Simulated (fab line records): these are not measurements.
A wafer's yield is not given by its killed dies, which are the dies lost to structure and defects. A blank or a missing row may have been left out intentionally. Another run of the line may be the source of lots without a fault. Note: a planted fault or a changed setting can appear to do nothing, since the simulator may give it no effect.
Matching of chambers | flow nand harc | NHARC_A_CONTACT_DESCUM_47 on rie diel-05: 4 sister chambers
The step chemistry O2, time 3 s. 4 wafers are shown with their chamber, then 7 later ones without.

## WAFERS PAIRED WITH THEIR CHAMBERS
wafer  | chamber | drypump motor current A (A)
L086.2 | 0       | 5.3
L090.6 | 2       | 6.4
L091.1 | 1       | 6.1
L091.3 | 3       | 5.0

## WAFERS WHOSE CHAMBER IS MISSING
wafer  | drypump motor current A (A)
L091.4 | 5.3
L092.1 | 6.3
L092.2 | 6.1
L092.5 | 6.4
L094.2 | 6.1
L094.3 | 5.0
L094.4 | 6.3

## THE CHAMBER EACH PASSED THROUGH
wafer  | from the rows above     | in truth
L091.4 | 0                       | 0
L092.1 | can't be placed: 2 or 1 | 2
L092.2 | 1                       | 1
L092.5 | 2                       | 2
L094.2 | 1                       | 1
L094.3 | 3                       | 3
L094.4 | can't be placed: 2 or 1 | 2
Correctly placed: 5 of 7. These rows do not allow placing 2 (true chamber among the candidates in 2). 0 placed wrongly.
How it was worked out, from the rows above alone: a wafer's distance from a chamber is the root of the sum, over the readings, of the square of ((its reading less the chamber's mean) divided by the reading's scatter). If the next closest chamber is less than 2 further off than the closest, the wafer can't be placed; otherwise it belongs to the closest. The mean given for a chamber averages the wafers shown for that chamber. The scatter (one wafer shown for each chamber): square how far every hidden wafer sits from the nearest shown wafer, average those squares and take the square root.
